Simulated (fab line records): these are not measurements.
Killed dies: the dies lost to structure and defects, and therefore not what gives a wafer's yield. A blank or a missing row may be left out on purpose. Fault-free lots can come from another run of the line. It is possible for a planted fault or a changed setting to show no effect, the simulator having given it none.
Comparing a struck lot with a sound one + flow n5_finfet + 42 steps out of a route of 1938
Sound: these wafers, L252.3, L252.4, L252.6. Wafers struck: L270.1, L270.5, L270.6. The cause is named last.
Each step with rows lists, per side, the tool, then ch with its chambers, then its first start. Under that, the readings that differ: sound wafers + struck wafers + difference of the means + sigmas: that difference in standard deviations of wafers without a fault.
alike: readings with means less than 2 such deviations apart, plus words and numbers identical on both sides. not compared: withheld readings, readings lacking a value on some wafer, bounds such as >300 that could conceal the same value, and numbers that have no deviation in the record and whose values overlap.
A row with sigmas, a row that says differs or no value, or rows on one side alone: a step with any of these is where the two part. Numbers that don't overlap but have no deviation are shown without sigmas and don't part them. Lack of a reading on every wafer of one side parts them only where that side has two or more wafers.

first, 2 steps without rows for these wafers: N5_BEOL_M2_ETCH_41 (etches SiCN in CH3F/O2, target depth 29.9 nm, time 52.5 s); N5_BEOL_M2_STRIP_97 (strips in N2/H2, time 10 s).
N5_BEOL_M2_OCD_MEAS_38:
  sound: ocd-02 at day 7 08:12; struck: ocd-02 at day 12 10:12
  alike: trench_depth_nm
then, 4 steps without rows for these wafers: N5_BEOL_M2_HM_STRIP_39 (strips TiN in peroxide tin strip, target depth 25 nm, time 158 s); N5_BEOL_M2_SRD_40 (time 30 s); N5_BEOL_M2_PRECLEAN_42 (cleans in residue remover, time 60 s); N5_BEOL_M2_SRD_43 (time 30 s).
N5_BEOL_M2_CD_MEAS_35: target cd 18 nm, target cd y 22.2 nm.
  sound: cd_sem-02 at day 7 08:21; struck: cd_sem-03 at day 12 10:21
  alike: cd_nm
N5_BEOL_M2_DEGAS_44: time 60 s.
  sound: pvd_sputter-02 at day 7 08:37; struck: pvd_sputter-01 at day 12 10:39
  alike: heater_power_w
then, 3 steps without rows for these wafers: N5_BEOL_M2_PRE_CLEAN_45 (time 30 s); N5_BEOL_M2_ALD_84 (deposits TaN, pulse time 2 s, purge time 3 s, co reactant purge time 2 s); N5_BEOL_M2_SURFACE_TREAT_85.
N5_BEOL_M2_CVD_47: deposits Co from CCTBA/H2, target thk 3 nm, time 223.8 s.
  sound on cvd_co-01 ch 0,1, day 7 09:02; struck on cvd_co-01 ch 1,2, day 12 11:07
then, 9 steps without rows for these wafers: N5_BEOL_M2_SPUTTER_48 (material Cu, target thk 4.5 nm, time 8.29 s); N5_BEOL_M2_ANNEAL_49 (time 240 s); N5_BEOL_M2_SPUTTER_79 (material Cu, target thk 4.5 nm, time 8.29 s); N5_BEOL_M2_ANNEAL_80 (time 240 s); N5_BEOL_M2_SPUTTER_81 (material Cu, target thk 4.5 nm, time 8.29 s); N5_BEOL_M2_ANNEAL_82 (time 240 s); N5_BEOL_M2_SPUTTER_86 (material Cu, target thk 4.5 nm, time 8.29 s); N5_BEOL_M2_ANNEAL_87 (time 240 s); N5_BEOL_M2_SPUTTER_88 (material Cu, target thk 4.5 nm, time 8.29 s).
N5_BEOL_M2_ANNEAL_89: time 240 s.
  sound: pvd_sputter-01 at day 7 10:28; struck: pvd_sputter-02 at day 12 12:15
  alike: heater_power_w
then, 1 step without rows for these wafers: N5_BEOL_M2_SPUTTER_90 (material Cu, target thk 4.5 nm, time 8.29 s).
N5_BEOL_M2_ANNEAL_91: time 240 s.
  sound: pvd_sputter-01 at day 7 10:41; struck: pvd_sputter-02 at day 12 12:28
  alike: heater_power_w
then, 1 step without rows for these wafers: N5_BEOL_M2_SPUTTER_92 (material Cu, target thk 4.5 nm, time 8.29 s).
N5_BEOL_M2_ANNEAL_93: time 240 s.
  sound: pvd_sputter-01 at day 7 10:54; struck: pvd_sputter-02 at day 12 12:41
  alike: heater_power_w
then, 5 steps without rows for these wafers: N5_BEOL_M2_SPUTTER_94 (material Cu, target thk 4.5 nm, time 8.29 s); N5_BEOL_M2_ANNEAL_95 (time 240 s); N5_BEOL_M2_SPUTTER_96 (material Cu, target thk 4.5 nm, time 8.29 s); N5_BEOL_M2_ECD_50 (material Cu, target thk 300 nm); N5_BEOL_M2_ANNEAL_51 (time 90 s).
N5_BEOL_M2_CMP_52: polishes, stops on SiOC, t overpolish 6.8 s, target thk 40 nm.
  sound on cmp-01 ch 1,2, day 7 11:52; struck on cmp-03 ch 2,3, day 12 13:35
  alike: barrier_field_endpoint_s, motor_current_A, overpolish_run_s, time_to_endpoint_s
N5_BEOL_M2_THK_MEAS_53: measures by xrf.
  sound: film_metro-02 at day 7 12:10; struck: film_metro-01 at day 12 13:50
| reading     | sound          | struck         | difference | sigmas |
|-------------|----------------|----------------|------------|--------|
| M2_THK (nm) | 42.4 43.2 43.2 | 37.8 41.3 37.1 | -4.2       | -2     |
then, 4 steps without rows for these wafers: N5_BEOL_M2_PRE_CLEAN_60 (time 15 s); N5_BEOL_M2_CO_CAP_55 (material Co, precursor CCTBA/H2, target thk 2 nm, time 102.1 s); N5_BEOL_M2_PRE_CLEAN_56 (time 15 s); N5_BEOL_M2_DEP_57 (deposits SiCN from 3MS/NH3, target thk 8 nm, time 14 s).
N5_BEOL_M2_RS_MEAS_58: a four-point-probe measurement.
  sound: film_metro-02 at day 7 12:25; struck: film_metro-02 at day 12 14:06
| reading        | sound          | struck         | difference | sigmas |
|----------------|----------------|----------------|------------|--------|
| M2_RS (ohm/sq) | 0.63 0.61 0.62 | 0.72 0.64 0.74 | +0.08      | +2     |
then, 1 step without rows for these wafers: N5_BEOL_M3_ILD_DEP_00 (deposits SiOC from DEMS/O2, target thk 79 nm, time 15.3 s).
N5_BEOL_M3_THK_MEAS_01:
  sound: film_metro-01 at day 7 12:36; struck: film_metro-02 at day 12 14:14
  alike: M3_ILD_THK
-- a jump in the record: the struck wafers' starts before and after are 6 days apart (it breaks off in module BEOL_M3 and resumes in module PASSIVATION, where the first step shown is number 1936 of the route) --
N5_PASSIVATION_PROBE_49:
  sound: prober-01 at day 13 01:32; struck: prober-01 at day 18 13:55
| reading                  | sound          | struck         | difference | sigmas |
|--------------------------|----------------|----------------|------------|--------|
| defect_limited_yield (%) | 91.2 90.1 92.7 | 85.8 85.2 88.6 | -4.8       | -3     |
| killed_at_M0_to_M3       | 38 39 30       | 99 111 73      | +59        | +6     |
| killed_dies              | 104 117 86     | 168 175 135    | +57        | +3     |
| killed_on_rim            | 12 11 12       | 34 27 30       | +19        | +4     |
| sort_bin_5_function (%)  | 5.4 6.2 4.7    | 8.7 9.3 6.4    | +2.7       | +3     |
| sort_n_pass              | 1076 1063 1094 | 1012 1005 1045 | -57        | -3     |
| sort_yield_pct (%)       | 91.2 90.1 92.7 | 85.8 85.2 88.6 | -4.8       | -3     |
  alike: killed_at_M4_up, killed_at_contacts, killed_at_front_end, killed_at_other, killed_open, killed_short, sort_bin_6_memory, sort_bin_8_speed

## WHERE THEY PART
Earliest at N5_BEOL_M2_THK_MEAS_53; latest, in this record, at N5_PASSIVATION_PROBE_49.

WHY: whatever the simulator had introduced
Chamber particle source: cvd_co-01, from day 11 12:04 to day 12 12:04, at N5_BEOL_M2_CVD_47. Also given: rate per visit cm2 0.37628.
